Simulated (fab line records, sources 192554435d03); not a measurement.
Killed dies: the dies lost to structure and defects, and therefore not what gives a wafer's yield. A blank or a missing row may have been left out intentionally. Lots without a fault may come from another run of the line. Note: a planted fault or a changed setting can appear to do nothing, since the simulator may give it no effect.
Matching of chambers ; flow n5-finfet ; N5_BEOL_M6_ETCH_61 on rie-diel-06: 4 sister chambers
The step etches SiARC in CF4, target depth 45.5 nm, time 75.8 s. 8 wafers are shown with their chamber, then 10 later ones without.

## WAFERS PAIRED WITH THEIR CHAMBERS
wafer;chamber;drypump-motor-current-A (A);showerhead-plenum-p-Torr (Torr)
L077.5;3;4.9;2.28
L084.1;3;4.8;2.27
L087.4;2;5.3;2.11
L088.3;1;5.6;2.13
L088.4;0;4.8;2.05
L088.5;1;5.6;2.13
L089.1;2;5.3;2.11
L089.2;0;4.8;2.05

## WAFERS WITH NO CHAMBER GIVEN
wafer;drypump-motor-current-A (A);showerhead-plenum-p-Torr (Torr)
L089.6;4.9;2.27
L091.3;4.8;2.05
L091.4;5.6;2.12
L091.5;4.8;2.27
L093.3;5.3;2.11
L093.4;4.9;2.26
L093.6;4.8;2.05
L095.1;4.8;2.26
L095.4;4.8;2.05
L095.6;5.6;2.12

## WHICH CHAMBER EACH WENT THROUGH
wafer;from the rows above;in truth
L089.6;3;3
L091.3;0;0
L091.4;1;1
L091.5;3;3
L093.3;2;2
L093.4;3;3
L093.6;0;0
L095.1;3;3
L095.4;0;0
L095.6;1;1
Correctly placed: 10 of 10. Left unplaced by these rows: 0. Placed wrongly: 0.
How it was worked out, from the rows above alone: a wafer's distance from a chamber is the root of the sum, over the readings, of the square of ((its reading less the chamber's mean) divided by the reading's scatter). If the next closest chamber is less than 2 further off than the closest, the wafer can't be placed; otherwise it belongs to the closest. A chamber's mean is the mean of its shown wafers. The scatter: take each reading less its chamber's mean, square it, sum over the shown wafers, divide by the number of wafers less the number of chambers, and take the root.
